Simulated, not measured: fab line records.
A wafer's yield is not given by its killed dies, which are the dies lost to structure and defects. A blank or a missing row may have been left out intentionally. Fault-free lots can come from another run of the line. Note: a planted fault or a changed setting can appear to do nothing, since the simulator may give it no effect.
Matching of chambers	flow nand-harc	NHARC_A_BONDPAD_DEP_00 on pecvd-04: 3 sister chambers
The step deposits SiCN, target thk 250 nm. 18 wafers are shown with their chamber, then 9 later ones without.

WAFERS, EACH WITH ITS CHAMBER
wafer	chamber	heater-power-w (W)	chamber-pressure-Torr (Torr)	susceptor-temp-C (C)
L468.3	1	721	2.998	370.03
L468.4	1	732	2.995	370.17
L468.6	2	450	3.013	370.25
L473.2	1	729	3.011	369.90
L473.3	0	421	2.998	370.28
L473.6	0	429	3.002	369.98
L472.3	2	419	3.006	370.13
L472.4	1	726	2.994	370.04
L472.6	0	497	2.999	369.69
L479.1	1	826	2.992	370.09
L479.5	1	652	3.000	369.90
L479.6	0	476	2.993	369.78
L480.3	1	742	3.003	369.86
L480.5	1	766	2.995	370.02
L480.6	0	479	3.004	370.10
L484.1	1	799	2.993	370.33
L484.2	2	475	2.996	369.96
L484.3	0	515	3.001	369.82

SIGNATURES (averages over the wafers above)
reading	chamber 0	chamber 1	chamber 2	scatter within a chamber
heater-power-w	469.50	743.67	448.00	43.5
chamber-pressure-Torr	2.99950	2.99789	3.00500	0.00584
susceptor-temp-C	369.9417	370.0378	370.1133	0.176
Rule: for each reading, subtract the chamber's mean from the wafer's reading, divide by that reading's scatter and square the result; add these up over the readings and take the root, which gives the wafer's distance from the chamber. If the next closest chamber is less than 2 further off than the closest, the wafer can't be placed; otherwise it belongs to the closest. How the scatter is found: for the shown wafers, subtract from each reading the mean of its chamber, square and add these, divide the total by (wafers less chambers), then take the root.

WAFERS WITHOUT THEIR CHAMBER
wafer	heater-power-w (W)	chamber-pressure-Torr (Torr)	susceptor-temp-C (C)
L485.1	496	2.999	369.80
L485.4	490	3.006	369.86
L485.6	510	3.012	369.60
L486.3	476	2.986	369.88
L486.4	478	2.996	369.93
L486.5	773	3.009	370.04
L488.2	781	3.012	369.97
L488.4	502	2.999	369.67
L488.6	486	2.995	369.96

WHICH CHAMBER EACH WENT THROUGH
wafer	from the rows above	in truth
L485.1	can't be placed: 0 or 2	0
L485.4	can't be placed: 0 or 2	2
L485.6	can't be placed: 0 or 2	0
L486.3	can't be placed: 0 or 2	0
L486.4	can't be placed: 0 or 2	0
L486.5	1	1
L488.2	1	1
L488.4	can't be placed: 0 or 2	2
L488.6	can't be placed: 0 or 2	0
Placed correctly: 2 of 9. These rows do not allow placing 7 (true chamber among the candidates in 7). Placed wrongly: 0.
